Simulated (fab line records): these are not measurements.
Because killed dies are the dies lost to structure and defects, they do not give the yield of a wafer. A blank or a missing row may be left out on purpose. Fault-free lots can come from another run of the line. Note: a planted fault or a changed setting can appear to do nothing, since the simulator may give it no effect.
Matching of chambers + flow nandHarc + 4 sister chambers for NHARC_A_CONTACT_ETCH_92 on rieDiel-03
The step etches the open film in CH3F/O2, target depth 40 nm, time 85.7 s. 8 wafers are shown with their chamber, then 12 later ones without.

## WAFERS PAIRED WITH THEIR CHAMBERS
| wafer  | chamber | showerheadPlenumPTorr (Torr) | drypumpMotorCurrentA (A) |
|--------|---------|------------------------------|--------------------------|
| L083.2 | 0       | 2.65                         | 5.4                      |
| L085.3 | 2       | 2.49                         | 6.3                      |
| L085.4 | 0       | 2.65                         | 5.5                      |
| L089.4 | 3       | 2.57                         | 5.0                      |
| L089.5 | 1       | 2.34                         | 5.8                      |
| L092.1 | 1       | 2.34                         | 5.8                      |
| L092.3 | 3       | 2.57                         | 4.9                      |
| L092.4 | 2       | 2.48                         | 6.3                      |

## WAFERS MISSING THEIR CHAMBER
| wafer  | showerheadPlenumPTorr (Torr) | drypumpMotorCurrentA (A) |
|--------|------------------------------|--------------------------|
| L091.1 | 2.65                         | 5.4                      |
| L091.2 | 2.48                         | 6.3                      |
| L091.5 | 2.48                         | 6.3                      |
| L094.2 | 2.64                         | 5.5                      |
| L094.3 | 2.57                         | 5.0                      |
| L094.4 | 2.48                         | 6.3                      |
| L095.1 | 2.57                         | 4.9                      |
| L095.2 | 2.34                         | 5.8                      |
| L095.5 | 2.57                         | 4.9                      |
| L097.1 | 2.56                         | 4.9                      |
| L097.3 | 2.64                         | 5.5                      |
| L097.5 | 2.56                         | 4.9                      |

## CHAMBER TAKEN BY EACH
| wafer  | from the rows above | in truth |
|--------|---------------------|----------|
| L091.1 | 0                   | 0        |
| L091.2 | 2                   | 2        |
| L091.5 | 2                   | 2        |
| L094.2 | 0                   | 0        |
| L094.3 | 3                   | 3        |
| L094.4 | 2                   | 2        |
| L095.1 | 3                   | 3        |
| L095.2 | 1                   | 1        |
| L095.5 | 3                   | 3        |
| L097.1 | 3                   | 3        |
| L097.3 | 0                   | 0        |
| L097.5 | 3                   | 3        |
12 of 12 placed correctly. Number that these rows cannot place: 0. Number placed wrongly: 0.
How it was worked out, from the rows above alone: a wafer's distance from a chamber is the root of the sum, over the readings, of the square of ((its reading less the chamber's mean) divided by the reading's scatter). The wafer belongs to the nearest chamber; if the next one is less than 2 further off, it can't be placed. The mean given for a chamber averages the wafers shown for that chamber. The scatter is the square root of a quotient: the sum, over the shown wafers, of each reading's squared deviation from its chamber's mean, divided by wafers minus chambers.
